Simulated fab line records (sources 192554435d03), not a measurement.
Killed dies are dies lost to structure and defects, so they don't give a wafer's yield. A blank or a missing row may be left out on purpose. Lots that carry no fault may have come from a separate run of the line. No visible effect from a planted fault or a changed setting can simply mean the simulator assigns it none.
Problem report in the 8D (eight disciplines) form, filled by code + flow n5-finfet + the parts of the form that need people (team, actions taken, sign-off) are left out

## 1. THE ISSUE
susceptor-temp-C at N5_HKMG_FIN_ALD_71 reads a mean of 409.59 C on 1 wafer of 1 lot; wafers without a fault read 399.98 C with a standard deviation of 0.22. Measured from the usual mean, that is +44 standard deviations.
The step: deposits TiN, target thk 1 nm, pulse time 1 s, purge time 3 s.
First seen on wafer L367.6, day 6 01:30, on ald-metal-02. The record has a number at this step for 27 wafers belonging to 9 lots. Rule for "out", or "out of limits": more than 4 standard deviations from the usual mean. The rest of the wafers with a number are treated as sound.

## 2. WHAT IT IS; WHAT IT IS NOT
| question                    | is               | is not                                                                                                  |
|-----------------------------|------------------|---------------------------------------------------------------------------------------------------------|
| which readings at this step | susceptor-temp-C | heater-power-w, precursor-pulse-height-rel                                                              |
| which lots                  | L367             | L362, L369, L372, L376, L379, L380, L381, L383                                                          |
| which wafers of those lots  | L367.6           | L367.1, L367.5                                                                                          |
| read on which tools         | ald-metal-02     | ald-metal-03                                                                                            |
| when                        | from day 6 01:30 | up to then (5 sound wafers); but 21 sound wafers of L369, L372, L376, L379, L380, L381, L383 came after |

## 3. THE SUSPECTS, EACH WITH WHAT RULES IT OUT
Counting: any tool at a process step up to the reading remains a suspect provided it ran every lot that is out. Sound lots after the first of them don't rule it out here, since some wafers of a struck lot are sound.
- ald-metal-02 at N5_HKMG_FIN_ALD_71 (deposits TiN, target thk 1 nm, pulse time 1 s, purge time 3 s): kept. L367, the lot that is out, went through it at day 6 01:30; up to then, the latest sound lot through it was L362 at day 4 20:35. Its own susceptor-temp-C readings are out on those wafers.
- Within ald-metal-02 at N5_HKMG_FIN_ALD_71: the wafers that are out ran in chamber 1; their sound lot-mates ran in chambers 0, 3.
Left after counting: ald-metal-02 at N5_HKMG_FIN_ALD_71.

## 4. THE CAUSE (what the simulator had put in)
ald-metal-02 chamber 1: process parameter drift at N5_HKMG_FIN_ALD_71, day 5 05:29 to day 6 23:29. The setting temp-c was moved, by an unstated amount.
Only this tool survived the counting.

## 5. THE EFFECT CHAIN, in route order
Each row: a reading where the mean over the struck wafers with a number is more than 3 standard deviations away from the usual. Readings are gone through only where the record gives a usual standard deviation; hours: the median, over the lots, of the time from a lot's start at the first step in this table giving one to that lot's start at this step; sigmas: the change measured in usual standard deviations.
| hours | step               | reading          | usual    | on struck wafers | change | sigmas |
|-------|--------------------|------------------|----------|------------------|--------|--------|
| 0     | N5_HKMG_FIN_ALD_71 | susceptor-temp-C | 399.98 C | 409.59           | +9.61  | +44    |
It contains these process steps:
- N5_HKMG_FIN_ALD_71: deposits TiN, target thk 1 nm, pulse time 1 s, purge time 3 s.
Later measuring or inspecting steps at which every struck wafer that the step has a row for has a number for every such reading, and none has moved that far: N5_BEOL_M4_RC_MEAS_101.

## 6. WHAT WOULD HAVE CAUGHT IT SOONER
First out-of-limits reading in this record: day 6 01:30, which is 20 hours after fault onset at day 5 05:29.
